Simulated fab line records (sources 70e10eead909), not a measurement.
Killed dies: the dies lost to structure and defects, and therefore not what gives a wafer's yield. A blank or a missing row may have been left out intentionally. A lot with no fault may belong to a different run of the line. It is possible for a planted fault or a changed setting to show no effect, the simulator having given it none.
A lot that was struck, set against a sound lot :: flow nand_harc :: 17 steps out of a route of 1302
Sound: these wafers, L914.1, L914.2, L914.4. Wafers L921.3, L921.5, L921.6 were the ones struck. The cause comes at the end.
Per side, at each step with rows, come the tool, then ch with its chambers, and then its first start. Under that, the readings that differ: sound wafers :: struck wafers :: difference of the means :: sigmas: that difference in standard deviations of wafers without a fault.
alike: same words and numbers on both sides, and readings whose means sit less than 2 such deviations apart. not compared: any withheld reading, any reading some wafer has no value for, any bound like >300 that may hide the same value, and any number with overlapping values for which the record gives no deviation.
The two part at a step that has a row with sigmas, a row that says differs or no value, or rows on one side only. When numbers do not overlap yet have no deviation, they are printed without sigmas and do not part them. A reading that every wafer of one side lacks parts them only if that side has two wafers or more.

NHARC_P_ZERO_WELL_CD_MEAS_24 targets a cd of 720 nm.
  sound on cd_sem-02 ch 0, day 2 04:29; struck on cd_sem-02 ch 0, day 5 02:34
  alike: cd_nm
then, 1 step without rows for these wafers: NHARC_P_ZERO_WELL_HARDBAKE_25 (time 80 s).
NHARC_P_ZERO_WELL_DESCUM_26: chemistry O2, time 3 s.
  sound on rie_diel-04 ch 0,1,3, day 2 04:38; struck on rie_diel-05 ch 0,1,2, day 5 02:45
  alike: drypump_motor_current_A, oes_product_au, rf_vpp_V, showerhead_plenum_p_Torr, throttle_valve_pct
  not compared: rf_hours_counter_h
then, 9 steps without rows for these wafers: NHARC_P_ZERO_WELL_IMPLANT_27; NHARC_P_ZERO_WELL_IMPLANT_57; NHARC_P_ZERO_WELL_IMPLANT_58; NHARC_P_ZERO_WELL_STRIP_28 (strips in SPM, time 840 s); NHARC_P_ZERO_WELL_DEHYDRATE_29 (time 120 s); NHARC_P_ZERO_WELL_HMDS_30 (time 30 s); NHARC_P_ZERO_WELL_COAT_31; NHARC_P_ZERO_WELL_SOFTBAKE_32 (time 95 s); NHARC_P_ZERO_WELL_EBR_33.
NHARC_P_ZERO_WELL_EXPOSE_34: exposes mask P PWELL, target cd 720 nm.
  sound on krf_scanner-02 ch 0, day 2 05:58; struck on krf_scanner-04 ch 0, day 5 04:04
reading: exposure_dose_mJ_cm2
sound: 22.301 22.315 22.331
struck: 14.048 14.026 14.010
difference: -8.288
sigmas: -99 or more
  alike: mask
then, 2 steps without rows for these wafers: NHARC_P_ZERO_WELL_PEB_35 (peb time 85 s); NHARC_P_ZERO_WELL_DEVELOP_36 (time 70 s).
NHARC_P_ZERO_WELL_CD_MEAS_37 targets a cd of 720 nm.
  sound on cd_sem-03 ch 0, day 2 06:07; struck on cd_sem-01 ch 0, day 5 04:13
reading: cd_nm (nm)
sound: 720.3 721.2 720.0
struck: 639.4 638.0 639.7
difference: -81.5
sigmas: -54
then, 1 step without rows for these wafers: NHARC_P_ZERO_WELL_HARDBAKE_38 (time 80 s).

## WHERE THEY PART
First at NHARC_P_ZERO_WELL_EXPOSE_34; last, within this record, at NHARC_P_ZERO_WELL_CD_MEAS_37.

WHY: what the simulator had put in
Drift in process parameters on krf_scanner-04 at NHARC_P_ZERO_WELL_EXPOSE_34, starting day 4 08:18. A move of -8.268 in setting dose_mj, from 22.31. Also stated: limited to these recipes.
